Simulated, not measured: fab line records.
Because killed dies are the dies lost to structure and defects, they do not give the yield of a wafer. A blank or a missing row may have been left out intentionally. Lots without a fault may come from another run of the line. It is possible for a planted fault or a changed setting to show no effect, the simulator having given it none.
Split-lot trial :: flow n5 finfet :: 39 wafers read across 7 lots, on a route 1938 steps long

== ABOUT THE SPLIT ==
At N5_HKMG_FIN_HK_ALD_01 (deposits HfO2, target thk 1.6 nm, pulse time 3 s, purge time 3 s), the setting ald cycles was moved away from the recipe's 30 on 12 of the 39 wafers read, by -50.0% to -23.3%. This setting was run at the recipe's value on the other wafers.

== FROM THE SPLIT TO THE READING: what the file shows between them, 4 steps ==
- N5_HKMG_FIN_HK_ANNEAL_02: time 30 s
- N5_HKMG_FIN_ALD_74: deposits La2O3, target thk 0.5 nm, pulse time 6 s, co reactant pulse time 1 s
- N5_HKMG_FIN_WET_ETCH_82: etches La2O3 in dHCl, stops on HfO2, target depth 2 nm, rinse time 30 s
- N5_HKMG_FIN_ALD_36: deposits TiN, target thk 1 nm, pulse time 1 s, purge time 3 s

== THE READING ==
HK_THK, in nm, at N5_HKMG_FIN_THK_MEAS_70 (measures by xrf). On this fab line, fault-free wafers typically give 1.606 nm with a standard deviation of 0.022 nm.

wafer: L074.1
tool, chamber at the split: ald hk-01, 1,0,2
ald cycles as run: 22
against the recipe: -26.7%
HK_THK, nm: 1.178
against lot-mates on the recipe: -0.427

wafer: L074.2
tool, chamber at the split: ald hk-01, 3,2,3
ald cycles as run: 30
against the recipe: recipe
HK_THK, nm: 1.613
against lot-mates on the recipe: -

wafer: L074.3
tool, chamber at the split: ald hk-01, 3,2,3
ald cycles as run: 30
against the recipe: recipe
HK_THK, nm: 1.603
against lot-mates on the recipe: -

wafer: L074.4
tool, chamber at the split: ald hk-01, 1,0,2
ald cycles as run: 22
against the recipe: -26.7%
HK_THK, nm: 1.181
against lot-mates on the recipe: -0.424

wafer: L074.5
tool, chamber at the split: ald hk-01, 3,2,3
ald cycles as run: 30
against the recipe: recipe
HK_THK, nm: 1.600
against lot-mates on the recipe: -

wafer: L074.6
tool, chamber at the split: ald hk-01, 1,0,2
ald cycles as run: 22
against the recipe: -26.7%
HK_THK, nm: 1.181
against lot-mates on the recipe: -0.424

wafer: L075.1
tool, chamber at the split: ald hk-03, 2,1,2
ald cycles as run: 15
against the recipe: -50.0%
HK_THK, nm: 0.842
against lot-mates on the recipe: -0.781

wafer: L075.2
tool, chamber at the split: ald hk-03, 3,1,0
ald cycles as run: 30
against the recipe: recipe
HK_THK, nm: 1.636
against lot-mates on the recipe: -

wafer: L075.3
tool, chamber at the split: ald hk-03, 3,1,0
ald cycles as run: 30
against the recipe: recipe
HK_THK, nm: 1.623
against lot-mates on the recipe: -

wafer: L075.4
tool, chamber at the split: ald hk-03, 3,1,0
ald cycles as run: 30
against the recipe: recipe
HK_THK, nm: 1.609
against lot-mates on the recipe: -

wafer: L075.5
tool, chamber at the split: ald hk-03, 2,1,2
ald cycles as run: 15
against the recipe: -50.0%
HK_THK, nm: 0.820
against lot-mates on the recipe: -0.803

wafer: L075.6
tool, chamber at the split: ald hk-03, 2,1,2
ald cycles as run: 15
against the recipe: -50.0%
HK_THK, nm: 0.828
against lot-mates on the recipe: -0.795

wafer: L078.1
tool, chamber at the split: ald hk-03, 2,1,0
ald cycles as run: 30
against the recipe: recipe
HK_THK, nm: 1.632
against lot-mates on the recipe: -

wafer: L078.2
tool, chamber at the split: ald hk-03, 2,1,0
ald cycles as run: 30
against the recipe: recipe
HK_THK, nm: 1.661
against lot-mates on the recipe: -

wafer: L078.3
tool, chamber at the split: ald hk-03, 0,3,1
ald cycles as run: 17
against the recipe: -43.3%
HK_THK, nm: 0.920
against lot-mates on the recipe: -0.709

wafer: L078.4
tool, chamber at the split: ald hk-03, 0,3,1
ald cycles as run: 17
against the recipe: -43.3%
HK_THK, nm: 0.928
against lot-mates on the recipe: -0.701

wafer: L078.5
tool, chamber at the split: ald hk-03, 0,3,1
ald cycles as run: 17
against the recipe: -43.3%
HK_THK, nm: 0.955
against lot-mates on the recipe: -0.674

wafer: L078.6
tool, chamber at the split: ald hk-03, 2,1,0
ald cycles as run: 30
against the recipe: recipe
HK_THK, nm: 1.594
against lot-mates on the recipe: -

wafer: L083.1
tool, chamber at the split: ald hk-02, 2,1,1
ald cycles as run: 30
against the recipe: recipe
HK_THK, nm: 1.582
against lot-mates on the recipe: -

wafer: L083.2
tool, chamber at the split: ald hk-02, 3,0,2
ald cycles as run: 23
against the recipe: -23.3%
HK_THK, nm: 1.227
against lot-mates on the recipe: -0.368

wafer: L083.3
tool, chamber at the split: ald hk-02, 2,1,1
ald cycles as run: 30
against the recipe: recipe
HK_THK, nm: 1.597
against lot-mates on the recipe: -

wafer: L083.4
tool, chamber at the split: ald hk-02, 3,0,2
ald cycles as run: 23
against the recipe: -23.3%
HK_THK, nm: 1.236
against lot-mates on the recipe: -0.359

wafer: L083.5
tool, chamber at the split: ald hk-02, 3,0,2
ald cycles as run: 23
against the recipe: -23.3%
HK_THK, nm: 1.222
against lot-mates on the recipe: -0.373

wafer: L083.6
tool, chamber at the split: ald hk-02, 2,1,1
ald cycles as run: 30
against the recipe: recipe
HK_THK, nm: 1.606
against lot-mates on the recipe: -

wafer: L088.1
tool, chamber at the split: ald hk-03, 2,1,0,3,0,3
ald cycles as run: 30
against the recipe: recipe
HK_THK, nm: 1.631
against lot-mates on the recipe: -

wafer: L088.2
tool, chamber at the split: ald hk-03, 2,1,0,3,0,3
ald cycles as run: 30
against the recipe: recipe
HK_THK, nm: 1.599
against lot-mates on the recipe: -

wafer: L088.3
tool, chamber at the split: ald hk-03, 2,1,0,3,0,3
ald cycles as run: 30
against the recipe: recipe
HK_THK, nm: 1.586
against lot-mates on the recipe: -

wafer: L088.4
tool, chamber at the split: ald hk-03, 2,1,0,3,0,3
ald cycles as run: 30
against the recipe: recipe
HK_THK, nm: 1.587
against lot-mates on the recipe: -

wafer: L088.5
tool, chamber at the split: ald hk-03, 2,1,0,3,0,3
ald cycles as run: 30
against the recipe: recipe
HK_THK, nm: 1.582
against lot-mates on the recipe: -

wafer: L088.6
tool, chamber at the split: ald hk-03, 2,1,0,3,0,3
ald cycles as run: 30
against the recipe: recipe
HK_THK, nm: 1.592
against lot-mates on the recipe: -

wafer: L089.2
tool, chamber at the split: ald hk-01, 1,2,1
ald cycles as run: 30
against the recipe: recipe
HK_THK, nm: 1.574
against lot-mates on the recipe: -

wafer: L089.4
tool, chamber at the split: ald hk-01, 1,2,1
ald cycles as run: 30
against the recipe: recipe
HK_THK, nm: 1.599
against lot-mates on the recipe: -

wafer: L089.5
tool, chamber at the split: ald hk-01, 1,2,1
ald cycles as run: 30
against the recipe: recipe
HK_THK, nm: 1.603
against lot-mates on the recipe: -

wafer: L093.1
tool, chamber at the split: ald hk-02, 3,0,2,1,2,1
ald cycles as run: 30
against the recipe: recipe
HK_THK, nm: 1.647
against lot-mates on the recipe: -

wafer: L093.2
tool, chamber at the split: ald hk-02, 3,0,2,1,2,1
ald cycles as run: 30
against the recipe: recipe
HK_THK, nm: 1.599
against lot-mates on the recipe: -

wafer: L093.3
tool, chamber at the split: ald hk-02, 3,0,2,1,2,1
ald cycles as run: 30
against the recipe: recipe
HK_THK, nm: 1.622
against lot-mates on the recipe: -

wafer: L093.4
tool, chamber at the split: ald hk-02, 3,0,2,1,2,1
ald cycles as run: 30
against the recipe: recipe
HK_THK, nm: 1.589
against lot-mates on the recipe: -

wafer: L093.5
tool, chamber at the split: ald hk-02, 3,0,2,1,2,1
ald cycles as run: 30
against the recipe: recipe
HK_THK, nm: 1.616
against lot-mates on the recipe: -

wafer: L093.6
tool, chamber at the split: ald hk-02, 3,0,2,1,2,1
ald cycles as run: 30
against the recipe: recipe
HK_THK, nm: 1.615
against lot-mates on the recipe: -
Where a row lists several chambers, the file gives one row for several wafers and doesn't say which wafer went through which chamber.

FIT RESULTS
A straight line over all 39 wafers: HK_THK changes by +0.0156 nm for each +1% of ald cycles; r = +1.00; the points scatter about the line by 0.019 nm.
The same after taking each lot's own level away (the mean of its wafers on the recipe; 39 wafers): +0.0159 nm for each +1%; r = +1.00; scatter 0.015 nm.
The reading moves by 0.8 nm for the largest change in ald cycles, on that fit.
Across the lots, their own levels run from 1.5920 to 1.6290 nm, a range of 1.7 times the standard deviation given above.
The two slopes are in agreement: the lot-to-lot level therefore moves the slope only a little.
Check: -0.798 nm against its lot-mates is what the line predicts for one of the wafers moved furthest among these (-50.0%) when that wafer is left out of the fit. Against them it came out at -0.781 nm.

== OTHER SPLITS ON THESE WAFERS ==
Other splits were also applied to these wafers ahead of the reading. Each is held against what the fit with the lots' levels taken away leaves over:
other split on the same wafers: N5_FIN_SAQP_SPACER1_ALD_24 ald cycles
wafers away from the commonest value: 15
r with HK_THK (lot level and that fit taken away): -0.02

other split on the same wafers: N5_SDB_HM_DEP_00 time s
wafers away from the commonest value: 15
r with HK_THK (lot level and that fit taken away): +0.07

== THE WHOLE CHAIN: every reading that the file lists as answering this split, in the file's order ==
step: N5_HKMG_FIN_HK_ALD_01
what it does: deposits HfO2, target thk 1.6 nm, pulse time 3 s, purge time 3 s
reading: HfO2_of_HKMG_FIN_HK_ALD_01.thk nm (the simulator's own value, which no gauge read)
change (the file's fit): +0.0153 nm for each +1% of the setting
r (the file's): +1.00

step: N5_HKMG_FIN_THK_MEAS_70
what it does: measures by xrf
reading: HK_THK
change (the file's fit): +0.0159 for each +1% of the setting
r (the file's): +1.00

== FILE'S OWN FIT ==
HK_THK changes by +0.0159 nm for each +1% of ald cycles, r = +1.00.
